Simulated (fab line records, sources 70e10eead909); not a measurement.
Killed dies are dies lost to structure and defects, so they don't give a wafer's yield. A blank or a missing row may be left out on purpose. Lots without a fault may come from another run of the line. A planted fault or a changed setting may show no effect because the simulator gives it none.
Chamber matching | flow nand_harc | NHARC_A_CONTACT_ETCH_106 on rie_diel-13: 4 sister chambers
The step etches the open film in CF4/O2, target depth 60 nm, overetch 6 nm, time 33 s. 4 wafers are shown with their chamber, then 7 later ones without.

WAFERS WITH THEIR CHAMBER
wafer  | chamber | showerhead_plenum_p_Torr (Torr)
L080.5 | 2       | 1.23
L081.4 | 3       | 1.38
L086.2 | 1       | 1.38
L086.3 | 0       | 1.42

WAFERS WITHOUT THEIR CHAMBER
wafer  | showerhead_plenum_p_Torr (Torr)
L086.5 | 1.38
L087.4 | 1.23
L087.5 | 1.38
L087.6 | 1.42
L094.4 | 1.44
L094.5 | 1.37
L094.6 | 1.41

WHICH CHAMBER EACH WENT THROUGH
wafer  | from the rows above     | in truth
L086.5 | can't be placed: 1 or 3 | 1
L087.4 | 2                       | 2
L087.5 | can't be placed: 1 or 3 | 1
L087.6 | 0                       | 0
L094.4 | 0                       | 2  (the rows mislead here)
L094.5 | can't be placed: 1 or 3 | 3
L094.6 | 0                       | 0
Placed correctly: 3 of 7. Can't be placed from these rows: 3 (the true chamber is among the candidates in 3). Placed wrongly: 1.
How it was worked out, from the rows above alone: a wafer's distance from a chamber is the root of the sum, over the readings, of the square of ((its reading less the chamber's mean) divided by the reading's scatter). The wafer belongs to the nearest chamber; if the next one is less than 2 further off, it can't be placed. A chamber's mean is the mean of its shown wafers. The scatter: with one shown wafer a chamber, the root of the mean of the squares of how far each hidden wafer lies from its nearest shown one.
